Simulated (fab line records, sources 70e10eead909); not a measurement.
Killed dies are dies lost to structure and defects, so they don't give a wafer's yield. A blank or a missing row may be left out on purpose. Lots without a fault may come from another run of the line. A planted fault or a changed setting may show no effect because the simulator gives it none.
fab line records | flow nand_harc
record lots=6 wafers=18 last_day=23
route steps=1159 shown A_STAIRCASE@677 END@1159
lots that met no fault: from a run of the same line without faults
start_h: hours from the record's first day to the start of the lot's first wafer shown | wait_h: hours since the lot's step before | " the same as in the row above | L1.1+2: a row that stands for several wafers | - no value, or no start given | * or withheld: withheld | < > ~ a bound
route shown NAME@n: a module of which the file shows steps, and the number in the route of the first | usual: mean/standard deviation of fault-free wafers | same: alike in all rows | chamber/n: place in a boat | sites: the reading at each site | _std_site: their standard deviation | _edge_site: outer sites' mean less inner sites' | radius_mm: how far each site lies from the wafer's centre | mask NAME#n: copy n | behind: the tool/chamber that last shaped the wafer | hold: why the lot was held/for how many hours/how that ended | device: the transistor (n, p or np) that didn't switch | end of line: the same wafers' tests at the end of the route | a step without rows: its recipe alone | killed: dies lost to structure and defects at the first sort, not the wafer's yield | map: a wafer's dies, x killed, . not, _ none there
set.NAME: the setting as run; set.NAME@STEP: as run at that earlier step | model.NAME: the simulator's own value behind a step, which no gauge read
lots at some steps of the route; a table a step, a row a wafer
services: from which hour (start_h, from the record's first day; less than 0 if before it) a tool's chamber was out of use, for how many hours, and why
## steps
# step NHARC_A_STAIRCASE_DEHYDRATE_302
# recipe temp_c=150 time_s=120
# step NHARC_A_STAIRCASE_HMDS_303
# recipe time_s=30
# step NHARC_A_STAIRCASE_COAT_304
# recipe spin_rpm=1200
# step NHARC_A_STAIRCASE_SOFTBAKE_305
# recipe temp_c=135 time_s=170
# step NHARC_A_STAIRCASE_EBR_306
# step NHARC_A_STAIRCASE_EXPOSE_307
# recipe na=0.5 dose_mj=45.72 mask_id=CHOP_50
# step NHARC_A_STAIRCASE_PEB_308
# recipe peb_temp_c=115 peb_time_s=130
# step NHARC_A_STAIRCASE_DEVELOP_309
# recipe time_s=140
# step NHARC_A_STAIRCASE_HARDBAKE_311
# recipe temp_c=120 time_s=140
# step NHARC_A_STAIRCASE_DESCUM_312
# recipe time_s=3 o2_flow_sccm=200 ar_flow_sccm=0 bias_power_w=0 chemistry=O2
# usual drypump_motor_current_A=5.7/0.55 oes_product_au=0.997/0.0093 rf_vpp_V=57.9/0.91 showerhead_plenum_p_Torr=1.94/0.097 throttle_valve_pct=11.312/0.0084
# same time_s=3
# columns lot.wafer tool chamber start_h wait_h drypump_motor_current_A oes_product_au rf_hours_counter_h rf_vpp_V showerhead_plenum_p_Torr throttle_valve_pct
L229.2 rie_diel-07 3 254.06 - 5.1 0.995 3 57.3 1.94 11.307
L229.3 " 0 " " 5.1 0.988 4 59.1 2.08 11.313
L229.4 " 1 " " 4.9 0.992 4 57.3 1.96 11.311
L239.3 rie_diel-07 1 312.53 - 4.9 0.996 26 58.4 1.95 11.320
L239.1 " 2 " " 6.6 1.019 25 57.5 1.88 11.313
L239.5 " 2 " " 6.6 1.016 - 58.3 1.88 11.321
L236.1 rie_diel-13 3 315.16 - 5.2 0.994 11 58.2 1.88 11.306
L236.4 " 1 " " 6.0 0.999 12 56.3 1.80 11.317
L236.5 " 2 " " 5.8 0.998 - 58.2 2.05 11.317
L235.4 rie_diel-07 3 316.02 - 5.1 1.005 24 57.9 1.93 11.315
L235.2 " 1 " " 4.9 0.984 27 58.3 1.95 11.312
L235.6 " 2 " " 6.6 1.022 - 59.5 1.88 11.296
L246.1 rie_diel-13 0 356.17 - 6.3 0.998 28 57.8 2.07 11.317
L246.3 " 1 " " 5.9 0.982 29 58.5 1.79 11.304
L246.2 " 2 " " 5.8 0.987 27 58.4 2.05 11.313
L248.1 rie_diel-13 3 367.92 - 5.2 1.013 31 57.4 1.88 11.311
L248.5 " 3 " " 5.2 0.992 - 58.6 1.88 11.304
L248.6 " 0 " " 6.3 0.994 - 59.6 2.07 11.306
# step NHARC_A_STAIRCASE_ETCH_313
# recipe cf4_flow_sccm=100 chf3_flow_sccm=30 ar_flow_sccm=0 rf_w=500 bias_w=200 chemistry=CF4/CHF3
# usual drypump_motor_current_A=5.7/0.53 oes_product_au=0.935/0.018 rf_vpp_V=371.4/2.8 showerhead_plenum_p_Torr=1.60/0.081 throttle_valve_pct=16.803/0.0093
# columns lot.wafer tool chamber start_h wait_h drypump_motor_current_A oes_product_au rf_hours_counter_h rf_vpp_V showerhead_plenum_p_Torr throttle_valve_pct
L229.4 rie_diel-07 3 254.14 0.1 5.1 0.924 3 371.2 1.59 16.803
L229.2 " 0 " " 5.1 0.917 4 374.7 1.70 16.808
L229.3 " 1 " " 4.9 0.931 4 371.1 1.61 16.807
L239.1 rie_diel-07 1 312.62 0.1 4.9 0.911 26 369.8 1.60 16.806
L239.3 " 2 " " 6.6 0.928 25 370.2 1.55 16.812
L239.5 " 1 " " 4.9 0.912 - 372.0 1.60 16.785
L236.4 rie_diel-13 0 315.24 0.1 6.3 0.934 11 375.1 1.70 16.806
L236.1 " 3 " " 5.2 0.914 11 369.1 1.55 16.797
L236.5 " 0 " " 6.3 0.918 - 373.9 1.70 16.787
L235.4 rie_diel-07 2 316.15 0.1 6.6 0.932 26 370.8 1.55 16.798
L235.2 " 3 " " 5.1 0.921 24 371.7 1.59 16.794
L235.6 " 2 " " 6.6 0.939 - 371.1 1.55 16.796
L246.1 rie_diel-13 0 356.26 0.1 6.3 0.960 28 373.5 1.69 16.798
L246.3 " 2 " " 5.9 0.981 27 374.2 1.68 16.807
L246.2 " 3 " " 5.2 0.985 27 369.2 1.55 16.812
L248.1 rie_diel-13 1 368.02 0.1 5.9 0.920 32 367.0 1.48 16.809
L248.5 " 0 " " 6.3 0.921 - 374.6 1.69 16.817
L248.6 " 1 " " 5.9 0.929 - 365.2 1.48 16.805
# step NHARC_A_STAIRCASE_HM_OPEN_463
# recipe o2_flow_sccm=400 cos_flow_sccm=20 ar_flow_sccm=0 rf_w=500 bias_w=300 chemistry=O2/COS
# usual drypump_motor_current_A=5.7/0.54 oes_product_au=0.996/0.01 rf_vpp_V=468/3.3 showerhead_plenum_p_Torr=3.18/0.15 throttle_valve_pct=28.330/0.01
# columns lot.wafer tool chamber start_h wait_h drypump_motor_current_A oes_product_au rf_hours_counter_h rf_vpp_V showerhead_plenum_p_Torr throttle_valve_pct
L229.3 rie_diel-07 1 254.26 - 4.9 0.989 4 469 3.19 28.342
L229.2 " 3 " " 5.1 0.992 3 470 3.16 28.300
L229.4 " 0 " " 5.1 0.986 4 471 3.37 28.330
L239.3 rie_diel-07 1 312.76 - 4.9 1.344 26 467 3.18 28.314
L239.1 " 2 " " 6.6 1.387 25 466 3.08 28.343
L239.5 " 0 " " 5.1 1.363 - 472 3.36 28.318
L236.4 rie_diel-13 3 315.41 - 5.2 1.000 11 466 3.08 28.347
L236.1 " 0 " " 6.3 0.991 11 474 3.37 28.341
L236.5 " 1 " " 5.9 1.002 - 462 2.94 28.339
L235.4 rie_diel-07 1 316.29 - 4.9 1.327 27 470 3.18 28.318
L235.2 " 2 " " 6.6 1.371 26 466 3.08 28.331
L235.6 " 0 " " 5.1 1.347 - 472 3.36 28.326
L246.3 rie_diel-13 2 356.38 - 5.8 0.990 27 472 3.33 28.320
L246.2 " 3 " " 5.2 1.004 27 464 3.07 28.335
L246.1 " 1 " " 6.0 0.996 29 464 2.93 28.323
L248.1 rie_diel-13 3 368.12 - 5.2 1.001 31 466 3.07 28.339
L248.5 " 3 " " 5.2 1.006 - 465 3.07 28.326
L248.6 " 0 " " 6.3 0.992 - 471 3.36 28.328
# step NHARC_A_STAIRCASE_STRIP_464
# recipe o2_flow_sccm=400 cos_flow_sccm=20 ar_flow_sccm=0 bias_w=0 chemistry=O2/COS
# step NHARC_END_SORT_01
# recipe temp_c=25
# usual killed_at_array=28/10 killed_at_other=0.6/1.1 killed_at_periphery=3.6/2.6 killed_dies=32/10 killed_open=3.3/1.8 killed_short=1.9/1.4
# same gross_dies=677
# columns lot.wafer tool chamber start_h wait_h killed_at_array killed_at_other killed_at_periphery killed_dies killed_open killed_short
L229.2 prober-02 0 429.44 2.8 24 2 4 30 2 4
L229.3 prober-02 0 430.24 3.1 24 1 8 33 5 3
L229.4 prober-02 0 431.05 3.4 21 1 2 24 2 1
# killed by level:class
L229.2 A_CHANNEL_HOLE_D1:chamber_film_flake=12 A_SLIT:chamber_film_flake=3 A_CONTACT:chamber_film_flake=3 A_ONON_D1:geometric_particle:short=2 A_STAIRCASE:chamber_film_flake=2 THIN_TSV:chamber_film_flake=2 P_CONTACT:geometric_particle:open=1 P_M1:geometric_particle:short=1
L229.3 A_CHANNEL_HOLE_D1:chamber_film_flake=9 A_CONTACT:chamber_film_flake=5 A_SLIT:chamber_film_flake=3 P_CONTACT:geometric_particle:open=2 P_STI:chamber_film_flake=2 P_GATE:chamber_film_flake=2 A_ONON_D1:geometric_particle:short=1 A_CHANNEL_FILL_D1:geometric_particle:short=1
L229.4 A_CHANNEL_HOLE_D1:chamber_film_flake=11 A_SLIT:chamber_film_flake=7 P_CONTACT:geometric_particle:short=1 A_CHANNEL_FILL_D1:geometric_particle:open=1 A_BLC:geometric_particle:open=1 P_STI:chamber_film_flake=1 A_STAIRCASE:chamber_film_flake=1 THIN_TSV:chamber_film_flake=1
## services
# columns tool chamber start_h hours kind
rie_diel-13 0 231.44 - clean
rie_diel-13 1 231.44 - clean
rie_diel-13 2 231.44 - clean
rie_diel-13 3 231.44 - clean
rie_diel-13 3 232.11 3.8 repair
rie_diel-07 0 238.31 - clean
rie_diel-07 0 238.31 - consumable_replace:showerhead
rie_diel-07 1 238.31 - clean
rie_diel-07 2 238.31 - clean
rie_diel-07 3 238.31 - clean
rie_diel-13 0 256.09 - clean
rie_diel-13 1 256.09 - clean
rie_diel-13 2 256.09 - clean
rie_diel-13 3 256.09 - clean
rie_diel-07 0 262.88 - clean
rie_diel-07 1 262.88 - clean
rie_diel-07 2 262.88 - clean
rie_diel-07 3 262.88 - clean
rie_diel-13 0 268.60 - consumable_replace:showerhead
rie_diel-13 0 268.60 9.0 scheduled_down
rie_diel-13 0 268.60 9.0 vent_cycle
rie_diel-13 - 276.08 9.0 pm
rie_diel-13 1 276.08 9.0 vent_cycle
rie_diel-13 2 276.08 9.0 vent_cycle
## key
first_sign step=NHARC_A_STAIRCASE_HM_OPEN_463 reading=oes_product_au direction=up sigmas=36 usual=0.996 struck=1.357
effect none on later readings
met_at NHARC_A_STAIRCASE_HM_OPEN_463
struck_wafers L235.2,L235.4,L235.6,L239.1,L239.3,L239.5
tester_left_out L235,L239
onset_between 254.26 312.76
fault kind=process_parameter_drift tool=rie_diel-07 chamber=- onset_h=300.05 steps=NHARC_A_STAIRCASE_HM_OPEN_463 channel=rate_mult offset=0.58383 shape=step end_h=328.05
# tester_left_out: of these lots the tester's yield and bins aren't shown, on N5 and GAA mostly nor the transistor test; their killed dies are dies lost to structure and defects alone, not to doping, threshold or leakage, so they don't give the yield
